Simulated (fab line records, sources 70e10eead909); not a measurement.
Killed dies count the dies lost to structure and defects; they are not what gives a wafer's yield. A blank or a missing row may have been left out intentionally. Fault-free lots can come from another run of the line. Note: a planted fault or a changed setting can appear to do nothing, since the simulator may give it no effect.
A lot that was struck, set against a sound lot | flow nand-harc | 13 out of 1302 route steps
Sound: these wafers, L403.3, L403.5, L403.6. Struck: wafers L412.2, L412.3, L412.4. The cause comes at the end.
At each step with rows: each side's tool, then ch and its chambers, then its first start. Under that, the readings that differ: sound wafers | struck wafers | difference of the means | sigmas: that difference in standard deviations of wafers without a fault.
alike: words and numbers the same on both sides, and readings whose means are apart by under 2 such deviations; not compared: readings that were withheld, readings missing a value for some wafer, numbers with overlapping values and no deviation given by the record, and bounds like >300 which may hide the same value.
Wherever a step has rows on one side only, a row that says differs or no value, or a row with sigmas, the two part there. Non-overlapping numbers with no deviation appear without sigmas and do not part them. Lack of a reading on every wafer of one side parts them only where that side has two or more wafers.

NHARC_A_STAIRCASE_STRIP_295: strips in O2.
  sound on rie-diel-08 ch 0,2,3; struck on rie-diel-12 ch 0,2,3
  alike: drypump-motor-current-A, oes-product-au, rf-vpp-V, showerhead-plenum-p-Torr, throttle-valve-pct
  not compared: rf-hours-counter-h
then, 3 steps without rows for these wafers: NHARC_A_STAIRCASE_STRIP_296 (strips in SPM, time 900 s); NHARC_A_STAIRCASE_PRECLEAN_297 (cleans in SC1); NHARC_A_STAIRCASE_SRD_298.
NHARC_A_STAIRCASE_HM_DEP_462: deposits aC, target thk 800 nm.
  sound on acl-dep-01 ch 0, day 20 02:50; struck on acl-dep-01 ch 0, day 23 08:57
  alike: throttle-valve-pct
NHARC_A_STAIRCASE_DEP_301: deposits SiON, target thk 30 nm.
  sound on pecvd-03 ch 0,1, day 20 04:04; struck on pecvd-02 ch 0,2, day 23 10:33
  alike: heater-power-w, showerhead-vpp-V
  not compared: since-wet-clean-h
then, 5 steps without rows for these wafers: NHARC_A_STAIRCASE_DEHYDRATE_302 (time 120 s); NHARC_A_STAIRCASE_HMDS_303 (time 30 s); NHARC_A_STAIRCASE_COAT_304; NHARC_A_STAIRCASE_SOFTBAKE_305 (time 170 s); NHARC_A_STAIRCASE_EBR_306.
NHARC_A_STAIRCASE_EXPOSE_307: exposes mask CHOP 50.
  struck on krf-scanner-01, day 23 11:00; sound on krf-scanner-02 ch 0, day 20 04:40
  no value came back on the struck wafers for exposure-dose-mJ-cm2, focus-offset-nm (nm), reticle-temp-C (C); on the sound wafers exposure-dose-mJ-cm2 reads 45.73 45.72 45.74
  alike: mask
then, 1 step without rows for these wafers: NHARC_A_STAIRCASE_PEB_308 (peb time 130 s).

WHERE THEY PART
NHARC_A_STAIRCASE_EXPOSE_307 only, going by this record.

WHY: what had been put in by the simulator
Skipped step whole: krf-scanner-01, from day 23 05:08 on, at NHARC_A_STAIRCASE_EXPOSE_307. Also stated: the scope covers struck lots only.
